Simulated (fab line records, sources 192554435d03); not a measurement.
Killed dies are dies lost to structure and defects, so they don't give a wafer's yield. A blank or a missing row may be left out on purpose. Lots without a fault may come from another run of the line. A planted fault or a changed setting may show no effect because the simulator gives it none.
Chamber matching | flow n5_finfet | N5_GATE_CUT_HM_DEP_46 on pecvd-01: 3 sister chambers
The step deposits SiO2 from TEOS/O2, target thk 130 nm, time 26.6 s. 3 wafers are shown with their chamber, then 9 later ones without.

WAFERS WITH THEIR CHAMBER
wafer  | chamber | throttle_valve_pct (%)
L088.2 | 0       | 17.6
L090.5 | 2       | 19.0
L090.6 | 1       | 19.9

WAFERS WITHOUT THEIR CHAMBER
wafer  | throttle_valve_pct (%)
L093.3 | 17.4
L093.4 | 19.9
L093.5 | 19.1
L094.4 | 19.8
L094.5 | 19.9
L094.6 | 17.5
L095.1 | 17.8
L095.5 | 19.6
L095.6 | 17.8

WHICH CHAMBER EACH WENT THROUGH
wafer  | from the rows above     | in truth
L093.3 | 0                       | 0
L093.4 | 1                       | 1
L093.5 | 2                       | 2
L094.4 | 1                       | 1
L094.5 | 1                       | 1
L094.6 | 0                       | 0
L095.1 | 0                       | 0
L095.5 | can't be placed: 1 or 2 | 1
L095.6 | 0                       | 0
Placed correctly: 8 of 9. Can't be placed from these rows: 1 (the true chamber is among the candidates in 1). Placed wrongly: 0.
How it was worked out, from the rows above alone: a wafer's distance from a chamber is the root of the sum, over the readings, of the square of ((its reading less the chamber's mean) divided by the reading's scatter). The wafer belongs to the nearest chamber; if the next one is less than 2 further off, it can't be placed. A chamber's mean is the mean of its shown wafers. The scatter: with one shown wafer a chamber, the root of the mean of the squares of how far each hidden wafer lies from its nearest shown one.
